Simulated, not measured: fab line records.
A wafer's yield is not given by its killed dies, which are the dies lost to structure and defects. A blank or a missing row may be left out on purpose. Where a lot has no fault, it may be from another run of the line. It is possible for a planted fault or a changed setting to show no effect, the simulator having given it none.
Comparing a struck lot with a sound one | flow nand harc | 18 steps out of a route of 1159
Sound: wafers L604.4, L604.5, L604.6. The struck wafers were L607.1, L607.2, L607.5. At the end, the cause is stated.
Each step with rows lists, per side, the tool, then ch with its chambers, then its first start. Under that, the readings that differ: sound wafers | struck wafers | difference of the means | sigmas: that difference in standard deviations of wafers without a fault.
alike: readings with means less than 2 such deviations apart, plus words and numbers identical on both sides. not compared: withheld readings, readings lacking a value on some wafer, bounds such as >300 that could conceal the same value, and numbers that have no deviation in the record and whose values overlap.
Wherever a step has rows on one side only, a row that says differs or no value, or a row with sigmas, the two part there. When numbers do not overlap yet have no deviation, they are printed without sigmas and do not part them. A reading that every wafer of one side lacks parts them only if that side has two wafers or more.

NHARC_P_ZERO_WELL_CD_MEAS_24: the cd target is 720 nm.
  sound on cd sem-01 ch 0, day 2 20:29; struck on cd sem-02 ch 0, day 3 14:36
  reading    | sound             | struck            | difference | sigmas
  cd nm (nm) | 716.1 717.1 717.4 | 721.6 719.6 720.3 | +3.6       | +2
then, 1 step without rows for these wafers: NHARC_P_ZERO_WELL_HARDBAKE_25 (time 80 s).
NHARC_P_ZERO_WELL_DESCUM_26: chemistry O2, time 3 s.
  sound on rie diel-10 ch 0,3, day 2 20:38; struck on rie diel-10 ch 1,3, day 3 14:46
  alike: chamber pressure mTorr, drypump motor current A, oes product au, rf vpp V, showerhead plenum p Torr, throttle valve pct
  not compared: rf hours counter h
then, 9 steps without rows for these wafers: NHARC_P_ZERO_WELL_IMPLANT_27; NHARC_P_ZERO_WELL_IMPLANT_57; NHARC_P_ZERO_WELL_IMPLANT_58; NHARC_P_ZERO_WELL_STRIP_28 (strips in SPM, time 840 s); NHARC_P_ZERO_WELL_DEHYDRATE_29 (time 120 s); NHARC_P_ZERO_WELL_HMDS_30 (time 30 s); NHARC_P_ZERO_WELL_COAT_31; NHARC_P_ZERO_WELL_SOFTBAKE_32 (time 95 s); NHARC_P_ZERO_WELL_EBR_33.
NHARC_P_ZERO_WELL_EXPOSE_34: exposes mask P PWELL, target cd 720 nm.
  sound on krf scanner-03 ch 0, day 2 22:01; struck on krf scanner-03 ch 0, day 3 16:05
  reading | sound                         | struck                     | difference | sigmas
  mask    | P_PWELL#0 P_PWELL#0 P_PWELL#0 | P_HVPW#0 P_HVPW#0 P_HVPW#0 | differs    |
  alike: reticle temp C, stage vel mm s
then, 2 steps without rows for these wafers: NHARC_P_ZERO_WELL_PEB_35 (peb time 85 s); NHARC_P_ZERO_WELL_DEVELOP_36 (time 70 s).
NHARC_P_ZERO_WELL_CD_MEAS_37: the cd target is 720 nm.
  sound on cd sem-01 ch 0, day 2 22:10; struck on cd sem-02 ch 0, day 3 16:15
  reading    | sound             | struck | difference                    | sigmas
  cd nm (nm) | 718.8 719.3 718.5 | - - -  | no value on the struck wafers |
then, 1 step without rows for these wafers: NHARC_P_ZERO_WELL_HARDBAKE_38 (time 80 s).
-- break in the record here, with 18 days between the starts of the struck wafers on either side (left off in module P_ZERO_WELL, picked up again in module END, where the first step shown is number 1159 on the route) --
NHARC_END_SORT_01:
  here the record holds rows for the struck wafers (prober-01 ch 0, day 21 12:52) but none for the sound ones

WHERE THEY PART
First at NHARC_P_ZERO_WELL_CD_MEAS_24; last, within this record, at NHARC_END_SORT_01.

WHY: the cause the simulator had injected
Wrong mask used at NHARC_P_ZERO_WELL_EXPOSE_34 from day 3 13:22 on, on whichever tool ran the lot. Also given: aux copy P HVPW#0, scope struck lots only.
